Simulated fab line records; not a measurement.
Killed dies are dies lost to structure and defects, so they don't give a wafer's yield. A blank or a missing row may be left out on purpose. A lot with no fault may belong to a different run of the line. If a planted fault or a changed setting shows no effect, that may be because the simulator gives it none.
Split-lot study + flow n5 finfet + 7 lots, 21 wafers read, on a route of 1938 steps

## THE SPLIT ITSELF
At N5_BEOL_M13_SPUTTER_43 (material TaN, target thk 15 nm, time 24.19 s), the setting time s was moved away from the recipe's 24.19 s on 10 of the 21 wafers read, by -7.6% to +12.7%. The other wafers ran this setting at the recipe's value.

The reading comes from the split's own step.

## THE READING
TaN_of_BEOL_M13_SPUTTER_43.thk nm (the simulator's own value, which no gauge read), in nm, at N5_BEOL_M13_SPUTTER_43 (material TaN, target thk 15 nm, time 24.19 s). The file gives no usual value for it. The 11 wafers here that ran the recipe average 15.0 nm, standard deviation 0.27 nm.

| wafer  | tool, chamber at the split | time s as run, s | against the recipe | TaN_of_BEOL_M13_SPUTTER_43.thk nm, nm | against lot-mates on the recipe |
|--------|----------------------------|------------------|--------------------|---------------------------------------|---------------------------------|
| L079.2 | pvd sputter-03, -          | 24.19            | recipe             | 15.4                                  | -                               |
| L079.5 | pvd sputter-03, -          | 27.07            | +11.9%             | 17                                    | +1.6                            |
| L079.6 | pvd sputter-03, -          | 27.07            | +11.9%             | 17.2                                  | +1.8                            |
| L078.1 | pvd sputter-03, -          | 24.19            | recipe             | 15.2                                  | -                               |
| L078.3 | pvd sputter-03, -          | 24.19            | recipe             | 15.2                                  | -                               |
| L078.5 | pvd sputter-03, -          | 27.11            | +12.1%             | 16.8                                  | +1.6                            |
| L083.1 | pvd sputter-01, -          | 23.13            | -4.4%              | 14.2                                  | -0.2                            |
| L083.2 | pvd sputter-01, -          | 24.19            | recipe             | 14.4                                  | -                               |
| L083.4 | pvd sputter-01, -          | 23.13            | -4.4%              | 14                                    | -0.4                            |
| L081.3 | pvd sputter-03, -          | 25.4             | +5.0%              | 16                                    | no lot-mate on the recipe       |
| L081.4 | pvd sputter-03, -          | 25.4             | +5.0%              | 16                                    | no lot-mate on the recipe       |
| L081.6 | pvd sputter-03, -          | 25.4             | +5.0%              | 15.8                                  | no lot-mate on the recipe       |
| L086.2 | pvd sputter-01, -          | 24.19            | recipe             | 15                                    | -                               |
| L086.4 | pvd sputter-01, -          | 24.19            | recipe             | 15                                    | -                               |
| L086.6 | pvd sputter-01, -          | 22.36            | -7.6%              | 13.8                                  | -1.2                            |
| L089.2 | pvd sputter-02, -          | 24.19            | recipe             | 15.2                                  | -                               |
| L089.4 | pvd sputter-02, -          | 24.19            | recipe             | 15.2                                  | -                               |
| L089.5 | pvd sputter-02, -          | 24.19            | recipe             | 15.2                                  | -                               |
| L091.1 | pvd sputter-01, -          | 27.26            | +12.7%             | 16.8                                  | +2.0                            |
| L091.2 | pvd sputter-01, -          | 24.19            | recipe             | 14.8                                  | -                               |
| L091.4 | pvd sputter-01, -          | 24.19            | recipe             | 14.8                                  | -                               |

THE FIT
A straight line over all 21 wafers: TaN_of_BEOL_M13_SPUTTER_43.thk nm changes by +0.164 nm for each +1% of time s; r = +0.97; the points scatter about the line by 0.24 nm.
The same after taking each lot's own level away (the mean of its wafers on the recipe; 18 wafers): +0.139 nm for each +1%; r = +0.99; scatter 0.13 nm.
According to that fit, moving time s by its largest amount changes the reading by 1.8 nm.
From 14.40 to 15.40 nm: that is the span of the lots' own levels, equal to 3.7 times the standard deviation above.
So the lot-to-lot level changes the slope: the two fits differ.
Check: for one of the wafers moved furthest among these (+12.7%), held out of the fit, the line's prediction against its lot-mates is +1.75 nm. Against them it came out at +2 nm.

## FURTHER SPLITS ON THESE WAFERS
Note: prior to the reading, these wafers also went through further splits. Each is held against what the fit with the lots' levels taken away leaves over:
| other split on the same wafers | wafers away from the commonest value | r with TaN_of_BEOL_M13_SPUTTER_43.thk nm (lot level and that fit taken away) |
|--------------------------------|--------------------------------------|------------------------------------------------------------------------------|
| N5_BEOL_M13_EXPOSE_07 dose mj  | 7                                    | +0.04                                                                        |

## THE FILE'S OWN FIT
TaN_of_BEOL_M13_SPUTTER_43.thk nm changes by +0.143 nm for each +1% of time s, r = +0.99.
